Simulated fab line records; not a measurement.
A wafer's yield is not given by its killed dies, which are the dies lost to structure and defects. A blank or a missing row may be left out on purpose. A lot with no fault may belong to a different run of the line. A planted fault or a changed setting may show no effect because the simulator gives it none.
fab line records	flow nand_harc
[record] lots = 24	wafers = 72	last_day = 34
route steps=1302 shown A_STAIRCASE@790 A_WL_FILL@966
lots that met no fault: from a run of the same line without faults
start_h: hours from the record's opening day to when the first of the lot's shown wafers began	wait_h: time in hours since the lot's previous step	" repeats the value in the row above	L1.1+2: several wafers, shown together as one row	- no value present, or no start provided	* or withheld: withheld	< > ~ a bound
route shown NAME@n: a module of which the file shows steps, and the number in the route of the first	usual: mean/standard deviation of fault-free wafers	same: alike in all rows	chamber/n: place in a boat	sites: the reading at each site	_std_site: standard deviation of those values	_edge_site: outer sites' mean less inner sites'	radius_mm: how far each site lies from the wafer's centre	mask NAME#n: copy n	behind: the most recent tool/chamber to have shaped the wafer	hold: cause of the lot's hold/its duration in hours/its outcome	device: the transistor (n, p or np) that didn't switch	end of line: the tests these same wafers got at the end of their route	a step without rows: its recipe alone	killed: count of dies lost to structure and defects at first sort (not the wafer's yield)	map: a wafer's dies, marking killed ones x, the rest . and places with no die _
set.NAME: setting as actually run; set.NAME@STEP: the setting as run at that earlier step	model.NAME: the simulator's own value behind a step, which no gauge read
route steps across a sampled set of lots; one table per step, one row per wafer
services: from which hour (start_h, from the record's first day; less than 0 if before it) a tool's chamber was out of use, for how many hours, and why
[[steps]]
[step NHARC_A_STAIRCASE_STRIP_274]
[recipe] o2_flow_sccm = 500	ar_flow_sccm = 0	bias_w = 0	chemistry = O2
[usual] drypump_motor_current_A = 5.8/0.53	oes_product_au = 0.998/0.007	rf_vpp_V = 57.8/0.84	showerhead_plenum_p_Torr = 3.55/0.12	throttle_valve_pct = 17.036/0.0092
lot.wafer	tool	chamber	start_h	wait_h	drypump_motor_current_A	oes_product_au	rf_hours_counter_h	rf_vpp_V	showerhead_plenum_p_Torr	throttle_valve_pct
L074.3	rie_diel-04	1	-	-	6.6	0.999	1	56.0	3.29	17.024
L074.6	"	3	"	"	6.0	0.993	-	59.0	3.74	17.030
L074.5	"	0	"	"	5.3	0.999	-	56.5	3.40	17.030
L075.2	rie_diel-04	3	-	-	6.0	1.001	8	57.1	3.74	17.039
L075.6	"	0	"	"	5.3	1.008	-	56.3	3.40	17.017
L075.5	"	1	"	"	6.6	1.005	-	57.4	3.29	17.035
L076.2	rie_diel-12	0	-	-	5.0	1.004	42	57.8	3.44	17.045
L076.3	"	2	"	"	5.5	1.007	42	57.9	3.63	17.046
L076.6	"	0	"	"	5.0	0.996	-	57.1	3.44	17.035
L077.2	rie_diel-04	3	-	-	6.0	0.995	12	59.6	3.74	17.044
L077.6	"	2	"	"	6.2	1.009	-	57.6	3.63	17.030
L077.5	"	3	"	"	6.0	0.990	-	57.7	3.74	17.051
L078.1	rie_diel-12	2	-	-	5.4	0.990	48	57.4	3.63	17.032
L078.4	"	3	"	"	6.1	0.998	44	57.2	3.43	17.043
L078.6	"	0	"	"	5.0	1.000	-	57.2	3.44	17.040
L079.1	rie_diel-11	1	-	-	6.2	0.987	47	60.2	3.67	17.059
L079.3	"	2	"	"	6.1	1.011	46	58.8	3.61	17.024
L079.5	"	1	"	"	6.2	0.997	-	57.7	3.67	17.030
L080.2	rie_diel-12	0	-	-	5.0	1.005	54	58.1	3.44	17.038
L080.1	"	1	"	"	5.5	0.989	56	57.8	3.60	17.043
L080.3	"	2	"	"	5.4	1.003	53	57.6	3.63	17.043
L081.3	rie_diel-11	2	-	-	6.1	1.009	2	58.4	3.61	17.048
L081.1	"	0	"	"	6.4	0.993	1	58.3	3.63	17.047
L081.6	"	3	"	"	5.0	0.989	-	58.5	3.49	17.024
L082.2	rie_diel-04	2	445.53	-	6.2	0.995	32	57.6	3.62	17.029
L082.4	"	0	"	"	5.2	0.987	28	57.0	3.39	17.041
L082.6	"	1	"	"	6.6	0.993	-	56.7	3.28	17.043
L083.2	rie_diel-12	2	-	-	5.4	0.982	1	59.0	3.62	17.026
L083.4	"	3	"	"	6.1	0.992	2	58.3	3.42	17.044
L083.5	"	3	"	"	6.1	0.997	-	57.5	3.42	17.042
L084.1	rie_diel-11	3	-	-	5.0	0.996	15	58.5	3.48	17.027
L084.4	"	0	"	"	6.3	0.995	13	57.7	3.62	17.030
L084.2	"	1	"	"	6.2	0.997	13	57.4	3.66	17.032
L086.2	rie_diel-04	3	-	-	6.0	0.993	44	57.2	3.72	17.040
L086.4	"	3	"	"	6.0	1.003	-	59.5	3.72	17.032
L086.5	"	0	"	"	5.2	1.000	-	57.5	3.39	17.042
L085.4	rie_diel-12	3	-	-	6.1	0.988	10	56.8	3.42	17.055
L085.2	"	1	"	"	5.5	1.006	8	56.5	3.59	17.040
L085.3	"	2	"	"	5.4	0.990	9	56.9	3.62	17.045
L087.2	rie_diel-04	1	-	-	6.6	1.000	28	57.8	3.28	17.028
L087.1	"	2	"	"	6.2	0.998	52	58.3	3.61	17.044
L087.3	"	3	"	"	6.0	0.994	52	57.6	3.71	17.046
L089.2	rie_diel-11	3	-	-	5.0	0.991	29	57.9	3.48	17.047
L089.1	"	0	"	"	6.3	1.001	27	57.5	3.62	17.037
L089.5	"	3	"	"	5.0	0.998	-	58.0	3.48	17.046
L088.3	rie_diel-11	0	-	-	6.3	1.001	36	57.5	3.61	17.032
L088.2	"	1	"	"	6.2	0.997	40	57.5	3.65	17.043
L088.1	"	3	"	"	5.0	0.996	36	57.7	3.47	17.026
L090.2	rie_diel-11	2	-	-	6.1	1.018	41	58.4	3.59	17.027
L090.6	"	1	"	"	6.2	1.010	-	57.4	3.64	17.046
L090.5	"	2	"	"	6.1	1.010	-	57.6	3.59	17.029
L091.3	rie_diel-12	3	-	-	6.1	0.993	29	57.8	3.41	17.032
L091.1	"	0	"	"	5.0	1.001	30	57.4	3.42	17.021
L091.5	"	2	"	"	5.4	0.992	-	58.4	3.61	17.029
L093.3	rie_diel-11	0	-	-	6.3	0.998	43	56.5	3.61	17.053
L093.2	"	1	"	"	6.2	0.998	46	58.2	3.64	17.044
L093.5	"	0	"	"	6.3	0.996	-	57.1	3.61	17.046
L092.4	rie_diel-04	2	-	-	6.2	1.001	4	57.3	3.59	17.042
L092.1	"	0	"	"	5.3	1.004	4	57.2	3.38	17.041
L092.6	"	2	"	"	6.3	0.996	-	57.4	3.59	17.040
L094.3	rie_diel-11	3	-	-	5.0	0.993	45	58.0	3.47	17.033
L094.4	"	2	"	"	6.1	1.009	48	58.2	3.59	17.053
L094.6	"	0	"	"	6.3	0.997	-	59.6	3.60	17.038
L095.1	rie_diel-11	2	-	-	6.1	1.011	51	56.9	3.59	17.039
L095.4	"	3	"	"	5.0	0.995	48	57.1	3.47	17.036
L095.5	"	2	"	"	6.1	1.005	-	58.9	3.59	17.047
L097.4	rie_diel-12	1	-	-	5.5	0.990	40	57.4	3.57	17.042
L097.3	"	0	"	"	5.0	1.002	46	57.4	3.41	17.026
L097.6	"	2	"	"	5.4	0.991	-	57.4	3.60	17.040
L096.2	rie_diel-04	2	-	-	6.3	0.987	32	59.2	3.58	17.026
L096.3	"	3	"	"	6.0	0.992	29	58.4	3.69	17.057
L096.6	"	0	"	"	5.3	0.991	-	58.3	3.37	17.037
[step NHARC_A_STAIRCASE_DEP_280]
[recipe] target_thk_a = 300	target_thk_nm = 30	temp_c = 400	pressure_torr = 3.5	flow_sccm = 200	rf_w = 350	material = SiON
[usual] heater_power_w = 769/120
lot.wafer	tool	chamber	start_h	wait_h	heater_power_w
L074.3	pecvd-04	0	372.80	1.0	676
L074.6	"	1	"	"	742
L074.5	"	2	"	"	799
L075.2	pecvd-03	1	387.64	1.3	735
L075.6	"	0	"	"	729
L075.5	"	1	"	"	711
L076.2	pecvd-02	1	391.18	1.2	733
L076.3	"	0	"	"	774
L076.6	"	0	"	"	791
L077.2	pecvd-02	0	400.46	1.3	907
L077.5	"	0	"	"	934
L077.6	"	2	"	"	702
L078.1	pecvd-04	1	415.87	1.6	751
L078.4	"	2	"	"	782
L078.6	"	1	"	"	729
L079.3	pecvd-04	2	419.19	0.9	862
L079.1	"	0	"	"	678
L079.5	"	1	"	"	784
L080.1	pecvd-04	2	437.79	1.6	755
L080.2	"	0	"	"	566
L080.3	"	1	"	"	808
L081.3	pecvd-03	1	450.32	1.0	703
L081.1	"	2	"	"	936
L081.6	"	1	"	"	713
L082.2	pecvd-03	2	452.24	1.3	1089
L082.4	"	2	"	"	1116
L082.6	"	0	"	"	775
L083.2	pecvd-03	0	461.52	1.4	794
L083.4	"	0	"	"	813
L083.5	"	1	"	"	763
L084.1	pecvd-04	1	476.25	1.6	793
L084.2	"	0	"	"	618
L084.4	"	2	"	"	786
L086.2	pecvd-02	0	477.69	1.3	885
L086.4	"	2	"	"	637
L086.5	"	0	"	"	855
L085.2	pecvd-03	1	478.94	1.3	699
L085.3	"	2	"	"	1128
L085.4	"	2	"	"	1111
L087.3	pecvd-04	1	512.40	0.9	763
L087.2	"	2	"	"	863
L087.1	"	0	"	"	702
L089.1	pecvd-04	1	517.99	1.6	720
L089.2	"	0	"	"	605
L089.5	"	1	"	"	721
L088.1	pecvd-04	0	537.61	1.5	575
L088.2	"	1	"	"	747
L088.3	"	2	"	"	742
L090.2	pecvd-04	2	542.51	1.3	812
L090.5	"	2	"	"	810
L090.6	"	0	"	"	648
L091.1	pecvd-04	0	551.93	1.6	700
L091.3	"	2	"	"	894
L091.5	"	1	"	"	772
L093.2	pecvd-02	0	555.23	1.3	901
L093.3	"	1	"	"	776
L093.5	"	1	"	"	786
L092.1	pecvd-04	2	558.88	1.6	773
L092.6	"	2	"	"	789
L092.4	"	0	"	"	585
L094.3	pecvd-04	1	570.13	1.0	773
L094.6	"	0	"	"	694
L094.4	"	1	"	"	789
L095.1	pecvd-04	0	581.58	1.6	707
L095.5	"	0	"	"	720
L095.4	"	2	"	"	860
L097.3	pecvd-03	0	604.10	1.0	759
L097.6	"	1	"	"	639
L097.4	"	2	"	"	968
L096.3	pecvd-02	2	636.96	1.2	715
L096.2	"	0	"	"	856
L096.6	"	0	"	"	865
[step NHARC_A_STAIRCASE_DEP_322]
[recipe] target_thk_a = 72000	temp_c = 400	target_thk_nm = 7200	teos_flow_sccm = 200	rf_w = 500	material = SiO2
[usual] heater_power_w = 682/120
lot.wafer	tool	chamber	start_h	wait_h	heater_power_w
L074.3	pecvd-02	2	407.19	0.1	627
L074.6	"	2	"	"	508
L074.5	"	1	"	"	650
L076.3	pecvd-03	0	421.81	0.2	726
L076.2	"	1	"	"	685
L076.6	"	1	"	"	577
L075.2	pecvd-02	1	421.91	0.3	841
L075.6	"	0	"	"	711
L075.5	"	1	"	"	661
L077.2	pecvd-04	1	433.28	0.1	708
L077.6	"	1	"	"	626
L077.5	"	0	"	"	526
L078.1	pecvd-02	0	447.93	0.1	786
L078.4	"	0	"	"	720
L078.6	"	2	"	"	541
L079.3	pecvd-03	0	448.00	0.1	676
L079.1	"	1	"	"	724
L079.5	"	0	"	"	589
L080.3	pecvd-02	1	474.18	0.1	722
L080.1	"	2	"	"	617
L080.2	"	0	"	"	773
L081.1	pecvd-02	1	482.07	0.1	807
L081.3	"	2	"	"	598
L081.6	"	0	"	"	719
L082.2	pecvd-04	2	489.34	0.2	792
L082.6	"	1	"	"	581
L082.4	"	2	"	"	661
L083.2	pecvd-02	1	489.43	0.3	744
L083.5	"	2	"	"	543
L083.4	"	1	"	"	662
L085.3	pecvd-02	1	506.04	0.2	794
L085.2	"	2	"	"	651
L085.4	"	1	"	"	668
L086.2	pecvd-04	0	506.04	0.2	638
L086.4	"	2	"	"	660
L086.5	"	0	"	"	534
L084.1	pecvd-02	1	506.51	0.6	767
L084.2	"	2	"	"	663
L084.4	"	2	"	"	545
L087.3	pecvd-04	0	547.73	0.1	597
L087.2	"	1	"	"	721
L087.1	"	2	"	"	781
L089.1	pecvd-02	0	547.96	0.3	891
L089.2	"	1	"	"	797
L089.5	"	1	"	"	665
L088.1	pecvd-03	2	570.37	0.1	834
L088.2	"	0	"	"	618
L088.3	"	1	"	"	570
L090.2	pecvd-02	2	570.56	0.3	650
L090.5	"	1	"	"	690
L090.6	"	2	"	"	543
L091.1	pecvd-03	0	583.83	0.1	601
L091.3	"	1	"	"	664
L091.5	"	1	"	"	552
L093.2	pecvd-02	1	583.83	0.1	835
L093.3	"	0	"	"	789
L093.5	"	0	"	"	700
L092.1	pecvd-04	2	594.69	0.5	712
L092.6	"	0	"	"	501
L092.4	"	1	"	"	586
L094.3	pecvd-04	0	604.74	0.2	595
L094.4	"	0	"	"	516
L094.6	"	1	"	"	596
L095.1	pecvd-03	0	610.40	0.3	693
L095.4	"	1	"	"	522
L095.5	"	0	"	"	571
L097.3	pecvd-03	0	636.69	0.3	617
L097.6	"	2	"	"	833
L097.4	"	0	"	"	560
L096.2	pecvd-02	2	668.24	0.2	650
L096.3	"	0	"	"	839
L096.6	"	2	"	"	535
[step NHARC_A_STAIRCASE_ETCHBACK_422]
[recipe] target_depth_a = 400	over_etch_frac = 0.3	time_s = 74.286	ion_energy_ev = 120	ch3f_flow_sccm = 50	o2_flow_sccm = 30	ar_flow_sccm = 200	rf_w = 500	bias_w = 100	chemistry = CH3F/O2
[usual] drypump_motor_current_A = 5.9/0.5	oes_product_au = 0.97/0.037	rf_vpp_V = 244.8/1.6	showerhead_plenum_p_Torr = 2.49/0.091	throttle_valve_pct = 20.664/0.01
lot.wafer	tool	chamber	start_h	wait_h	drypump_motor_current_A	oes_product_au	rf_hours_counter_h	rf_vpp_V	showerhead_plenum_p_Torr	throttle_valve_pct
L074.3	rie_diel-11	0	428.74	0.2	6.3	0.93	56	246.2	2.53	20.660
L074.5	"	2	"	"	6.1	0.93	-	243.6	2.52	20.657
L074.6	"	3	"	"	5.0	0.92	-	244.8	2.43	20.657
L075.2	rie_diel-11	0	445.65	0.2	6.3	0.99	2	245.1	2.53	20.664
L075.6	"	2	"	"	6.1	1.01	-	243.5	2.52	20.674
L075.5	"	3	"	"	5.0	1.00	-	244.6	2.43	20.682
L076.3	rie_diel-04	0	446.48	0.2	5.3	1.00	28	242.8	2.36	20.681
L076.2	"	2	"	"	6.2	0.99	32	246.8	2.52	20.675
L076.6	"	3	"	"	6.0	1.01	-	247.0	2.60	20.658
L077.2	rie_diel-04	0	456.87	0.2	5.2	0.93	32	241.8	2.36	20.655
L077.6	"	2	"	"	6.2	0.91	-	243.8	2.52	20.675
L077.5	"	3	"	"	6.0	0.92	-	247.8	2.60	20.669
L078.4	rie_diel-12	2	472.65	0.1	5.4	0.99	8	245.5	2.52	20.661
L078.1	"	3	"	"	6.1	0.99	9	242.9	2.38	20.650
L078.6	"	1	"	"	5.5	0.99	-	243.2	2.50	20.668
L079.3	rie_diel-12	1	472.76	0.1	5.5	0.99	6	245.5	2.50	20.671
L079.1	"	2	"	"	5.4	0.97	8	245.2	2.52	20.648
L079.5	"	3	"	"	6.1	0.98	-	242.9	2.38	20.653
L080.3	rie_diel-11	2	498.10	0.1	6.1	1.00	24	245.3	2.51	20.665
L080.2	"	3	"	"	5.0	0.99	24	244.4	2.42	20.673
L080.1	"	0	"	"	6.3	1.00	18	246.4	2.52	20.645
L081.3	rie_diel-11	1	508.81	0.1	6.2	0.99	24	245.2	2.55	20.663
L081.1	"	2	"	"	6.1	0.99	29	244.6	2.51	20.661
L081.6	"	0	"	"	6.3	0.99	-	246.0	2.52	20.651
L083.4	rie_diel-12	1	515.39	0.1	5.5	0.92	14	245.6	2.50	20.652
L083.2	"	0	"	"	5.0	0.92	18	242.6	2.38	20.664
L083.5	"	2	"	"	5.4	0.92	-	246.5	2.52	20.663
L082.4	rie_diel-12	2	515.65	0.1	5.4	0.99	18	245.6	2.52	20.674
L082.2	"	3	"	"	6.1	0.99	19	243.8	2.37	20.662
L082.6	"	2	"	"	5.5	0.99	-	244.7	2.52	20.665
L085.2	rie_diel-04	2	527.66	0.1	6.2	0.92	64	245.4	2.51	20.672
L085.3	"	3	"	"	6.0	0.93	64	246.7	2.59	20.662
L085.4	"	1	"	"	6.6	1.01	37	241.7	2.28	20.650
L086.4	rie_diel-04	2	527.96	0.1	6.2	0.91	64	246.4	2.51	20.663
L086.2	"	3	"	"	6.0	0.93	64	246.8	2.59	20.663
L086.5	"	1	"	"	6.6	1.00	-	242.2	2.27	20.666
L084.4	rie_diel-04	3	528.25	0.1	6.0	0.99	64	246.9	2.59	20.648
L084.1	"	0	"	"	5.3	1.01	52	242.2	2.35	20.644
L084.2	"	1	"	"	6.6	1.01	37	240.5	2.28	20.672
L089.2	rie_diel-11	2	574.59	0.1	6.1	0.99	51	242.8	2.50	20.667
L089.1	"	0	"	"	6.3	0.99	51	244.5	2.51	20.667
L089.5	"	1	"	"	6.2	0.99	-	245.4	2.54	20.684
L087.2	rie_diel-12	1	574.76	0.2	5.5	0.92	32	246.0	2.49	20.661
L087.3	"	2	"	"	5.4	0.91	34	244.1	2.51	20.656
L087.1	"	0	"	"	5.0	0.92	36	242.5	2.38	20.684
L090.2	rie_diel-04	3	593.32	0.2	6.0	0.93	12	243.9	2.58	20.657
L090.6	"	1	"	"	6.5	0.93	-	246.8	2.66	20.660
L090.5	"	2	"	"	6.2	0.92	-	244.1	2.50	20.674
L088.1	rie_diel-11	2	593.43	0.1	6.1	0.93	56	243.7	2.50	20.679
L088.2	"	3	"	"	5.0	0.92	52	244.3	2.41	20.662
L088.3	"	0	"	"	6.3	0.93	60	244.9	2.51	20.663
L093.3	rie_diel-04	0	606.09	0.2	5.3	0.99	13	242.8	2.34	20.686
L093.2	"	1	"	"	6.6	0.99	16	247.5	2.65	20.662
L093.5	"	0	"	"	5.3	0.98	-	244.0	2.34	20.660
L091.1	rie_diel-04	1	606.39	0.2	6.6	1.00	16	246.9	2.65	20.674
L091.3	"	2	"	"	6.2	1.00	18	245.6	2.50	20.678
L091.5	"	1	"	"	6.6	0.99	-	249.8	2.65	20.685
L092.1	rie_diel-04	2	622.82	0.1	6.2	0.92	24	245.6	2.50	20.659
L092.4	"	2	"	"	6.2	0.92	-	244.5	2.50	20.670
L092.6	"	3	"	"	6.0	0.92	-	246.5	2.58	20.664
L094.3	rie_diel-11	0	628.74	0.2	6.3	1.01	6	245.8	2.50	20.675
L094.4	"	1	"	"	6.2	1.00	5	244.5	2.53	20.675
L094.6	"	1	"	"	6.2	1.00	-	245.3	2.53	20.677
L095.4	rie_diel-04	3	636.87	0.1	6.0	1.00	30	246.3	2.57	20.657
L095.1	"	1	"	"	6.6	1.00	31	247.8	2.65	20.661
L095.5	"	0	"	"	5.3	0.92	-	240.6	2.34	20.660
L097.3	rie_diel-04	3	658.09	0.1	6.0	1.00	38	246.0	2.57	20.677
L097.4	"	2	"	"	6.2	0.99	42	243.8	2.49	20.656
L097.6	"	3	"	"	6.0	1.00	-	244.7	2.57	20.655
L096.2	rie_diel-11	3	692.27	0.2	5.0	0.93	28	242.4	2.40	20.656
L096.3	"	0	"	"	6.3	0.93	30	245.6	2.49	20.669
L096.6	"	1	"	"	6.2	0.94	-	245.2	2.52	20.668
[step NHARC_A_STAIRCASE_CMP_472]
[recipe] material = SiO2
[usual] motor_current_A = 11.9/1.2	retaining_ring_pressure_frac = 0.999/0.0049
lot.wafer	tool	chamber	start_h	wait_h	motor_current_A	retaining_ring_pressure_frac
L074.3	cmp-03	1	429.72	0.3	10.5	0.996
L074.6	"	2	"	"	13.5	1.004
L074.5	"	3	"	"	11.4	1.003
L075.2	cmp-01	2	446.56	0.2	11.4	1.004
L075.6	"	1	"	"	11.5	0.999
L075.5	"	2	"	"	10.7	1.003
L076.3	cmp-02	3	447.49	0.3	10.4	1.010
L076.2	"	0	"	"	13.2	1.004
L076.6	"	2	"	"	10.3	0.990
L077.2	cmp-01	2	458.40	0.3	11.0	1.003
L077.5	"	1	"	"	11.5	0.998
L077.6	"	2	"	"	10.9	1.003
L078.4	cmp-03	1	473.57	0.1	10.3	0.993
L078.1	"	3	"	"	11.4	1.001
L078.6	"	1	"	"	11.0	1.003
L079.1	cmp-02	0	473.65	0.2	13.4	0.995
L079.3	"	3	"	"	10.7	0.995
L079.5	"	0	"	"	13.8	1.003
L080.1	cmp-02	2	499.04	0.2	10.4	0.989
L080.3	"	3	"	"	10.8	1.004
L080.2	"	0	"	"	13.3	1.003
L081.3	cmp-02	1	509.73	0.2	12.2	0.995
L081.1	"	3	"	"	10.5	1.000
L081.6	"	1	"	"	11.1	0.999
L083.2	cmp-02	1	516.30	0.2	11.7	0.993
L083.4	"	0	"	"	13.1	1.000
L083.5	"	1	"	"	11.3	1.001
L082.2	cmp-01	3	516.55	0.2	13.3	1.001
L082.4	"	0	"	"	14.0	1.004
L082.6	"	3	"	"	12.4	1.005
L085.4	cmp-02	3	528.58	0.2	10.1	1.002
L085.3	"	1	"	"	11.8	0.995
L085.2	"	2	"	"	10.5	1.001
L086.4	cmp-01	3	528.89	0.1	13.1	0.993
L086.2	"	0	"	"	13.6	1.000
L086.5	"	2	"	"	11.0	0.999
L084.1	cmp-03	2	529.14	0.2	13.7	1.003
L084.4	"	0	"	"	12.6	1.006
L084.2	"	1	"	"	10.5	1.007
L089.1	cmp-02	3	575.60	0.2	10.6	1.000
L089.2	"	0	"	"	13.9	1.001
L089.5	"	0	"	"	13.2	1.000
L087.3	cmp-03	0	575.70	0.2	12.5	1.002
L087.2	"	1	"	"	10.7	1.004
L087.1	"	2	"	"	13.4	0.998
L090.2	cmp-03	0	594.58	0.4	12.5	1.001
L090.5	"	1	"	"	10.6	0.995
L090.6	"	2	"	"	13.4	0.997
L088.2	cmp-02	1	594.77	0.3	11.8	1.017
L088.3	"	2	"	"	11.2	0.999
L088.1	"	0	"	"	13.0	1.003
L093.2	cmp-01	0	607.05	0.2	13.8	0.994
L093.3	"	1	"	"	10.9	0.997
L093.5	"	0	"	"	12.7	0.998
L091.3	cmp-02	0	607.29	0.2	14.1	1.010
L091.1	"	1	"	"	11.3	0.994
L091.5	"	0	"	"	14.2	1.001
L092.1	cmp-01	1	623.90	0.2	12.0	0.999
L092.4	"	2	"	"	10.2	1.002
L092.6	"	0	"	"	13.2	0.993
L094.3	cmp-02	3	630.44	0.2	10.2	0.994
L094.4	"	1	"	"	11.5	1.001
L094.6	"	2	"	"	10.0	1.001
L095.4	cmp-01	3	637.77	0.1	13.2	0.996
L095.1	"	1	"	"	11.9	0.996
L095.5	"	0	"	"	13.5	0.996
L097.4	cmp-03	2	659.02	0.2	13.2	0.997
L097.3	"	0	"	"	12.4	0.997
L097.6	"	2	"	"	14.1	1.001
L096.2	cmp-01	3	693.18	0.2	13.3	1.001
L096.3	"	0	"	"	13.8	1.001
L096.6	"	2	"	"	10.9	0.994
[step NHARC_A_WL_FILL_ETCHBACK_16]
[recipe] target_depth_a = 1200	time_s = 24	c4f8_flow_sccm = withheld	o2_flow_sccm = 8	ar_flow_sccm = withheld	rf_w = 600	bias_w = 800	chemistry = C4F8/O2/Ar
[usual] oes_product_au = 0.98/0.03	rf_vpp_V = 724/4.4
lot.wafer	tool	chamber	start_h	wait_h	oes_product_au	rf_hours_counter_h	rf_vpp_V
L074.3	rie_diel-09	1	-	-	0.94	4.1	725
L074.6	"	3	"	"	0.93	-	723
L074.5	"	1	"	"	0.93	-	724
L075.2	rie_diel-03	1	-	-	1.00	0.3	722
L075.6	"	2	"	"	1.01	-	730
L075.5	"	3	"	"	1.01	-	717
L076.3	rie_diel-09	2	-	-	0.94	4.5	730
L076.2	"	3	"	"	0.92	4.7	722
L076.6	"	1	"	"	0.92	-	722
L077.2	rie_diel-10	1	-	-	1.01	4.1	725
L077.6	"	3	"	"	1.01	-	723
L077.5	"	0	"	"	1.02	-	718
L079.1	rie_diel-10	0	-	-	1.00	5.2	717
L079.3	"	1	"	"	0.99	4.7	724
L079.5	"	0	"	"	1.00	-	717
L078.4	rie_diel-03	0	-	-	0.99	1.1	730
L078.1	"	3	"	"	1.00	0.8	718
L078.6	"	0	"	"	0.99	-	729
L080.3	rie_diel-10	0	-	-	1.00	6.1	719
L080.2	"	1	"	"	0.99	5.8	725
L080.1	"	2	"	"	1.00	5.0	729
L081.3	rie_diel-03	1	-	-	0.99	1.7	723
L081.1	"	2	"	"	1.00	1.7	731
L081.6	"	2	"	"	0.99	-	731
L083.2	rie_diel-09	3	-	-	1.00	1.2	722
L083.4	"	0	"	"	1.00	1.1	720
L083.5	"	3	"	"	0.99	-	723
L082.4	rie_diel-09	3	-	-	1.00	1.5	721
L082.2	"	0	"	"	1.00	1.5	719
L082.6	"	1	"	"	0.99	-	721
L085.2	rie_diel-03	3	-	-	0.94	1.8	719
L085.4	"	0	"	"	0.93	2.0	729
L085.3	"	1	"	"	0.92	1.8	725
L084.2	rie_diel-10	1	-	-	1.00	7.2	725
L084.1	"	2	"	"	1.00	6.2	729
L084.4	"	3	"	"	1.00	7.2	725
L086.4	rie_diel-09	0	-	-	1.02	1.6	719
L086.2	"	2	"	"	1.01	1.7	729
L086.5	"	1	"	"	1.01	-	724
L089.2	rie_diel-10	0	-	-	1.00	1.3	718
L089.1	"	3	"	"	0.99	0.9	724
L089.5	"	1	"	"	1.01	-	725
L087.1	rie_diel-09	1	-	-	1.00	2.8	724
L087.2	"	2	"	"	0.99	3.7	730
L087.3	"	3	"	"	0.99	3.6	724
L088.1	rie_diel-09	1	-	-	0.94	2.9	723
L088.3	"	3	"	"	0.93	3.8	721
L088.2	"	0	"	"	0.93	3.4	719
L090.2	rie_diel-10	0	-	-	0.97	2.2	718
L090.6	"	0	"	"	0.96	-	718
L090.5	"	1	"	"	0.95	-	725
L091.1	rie_diel-09	3	-	-	0.98	3.9	723
L091.3	"	1	"	"	0.99	3.0	724
L091.5	"	2	"	"	1.00	-	730
L093.3	rie_diel-10	2	-	-	1.00	2.4	730
L093.2	"	3	"	"	1.00	2.7	722
L093.5	"	3	"	"	1.00	-	722
L092.1	rie_diel-10	1	-	-	0.98	3.0	726
L092.4	"	2	"	"	0.96	2.6	730
L092.6	"	1	"	"	0.97	-	726
L094.4	rie_diel-03	0	-	-	0.93	0.2	730
L094.3	"	2	"	"	0.93	0.2	731
L094.6	"	0	"	"	0.93	-	729
L095.1	rie_diel-10	0	-	-	0.95	4.1	717
L095.4	"	1	"	"	0.95	3.8	726
L095.5	"	0	"	"	0.96	-	718
L097.3	rie_diel-09	0	-	-	1.01	0.7	720
L097.4	"	1	"	"	1.01	0.7	723
L097.6	"	3	"	"	1.00	-	722
L096.2	rie_diel-10	2	-	-	1.00	7.4	729
L096.3	"	1	"	"	0.99	7.5	724
L096.6	"	2	"	"	1.00	-	729
[[services]]
tool	chamber	start_h	hours	kind
rie_diel-04	-	357.82	9.0	pm
pecvd-03	-	366.24	13.0	pm
rie_diel-04	1	395.52	5.5	repair
pecvd-02	-	408.35	13.0	pm
rie_diel-04	1	411.04	2.2	repair
rie_diel-04	0	416.90	7.5	repair
rie_diel-04	1	446.43	59.4	repair
pecvd-04	-	450.00	13.0	pm
rie_diel-11	2	488.06	1.5	repair
pecvd-02	-	515.73	1.5	repair
pecvd-04	-	525.46	1.0	repair
pecvd-04	-	533.62	0.5	repair
rie_diel-04	-	534.82	9.0	pm
rie_diel-11	3	579.65	3.0	repair
pecvd-02	-	589.35	13.0	pm
pecvd-04	-	605.56	0.6	repair
rie_diel-11	-	609.54	9.0	pm
rie_diel-04	0	614.70	15.9	repair
pecvd-04	-	631.00	13.0	pm
rie_diel-04	2	661.17	3.2	repair
rie_diel-11	1	673.45	4.3	repair
rie_diel-11	0	705.57	9.4	repair
rie_diel-04	-	711.82	9.0	pm
rie_diel-11	2	721.15	15.0	repair
[[key]]
fault none
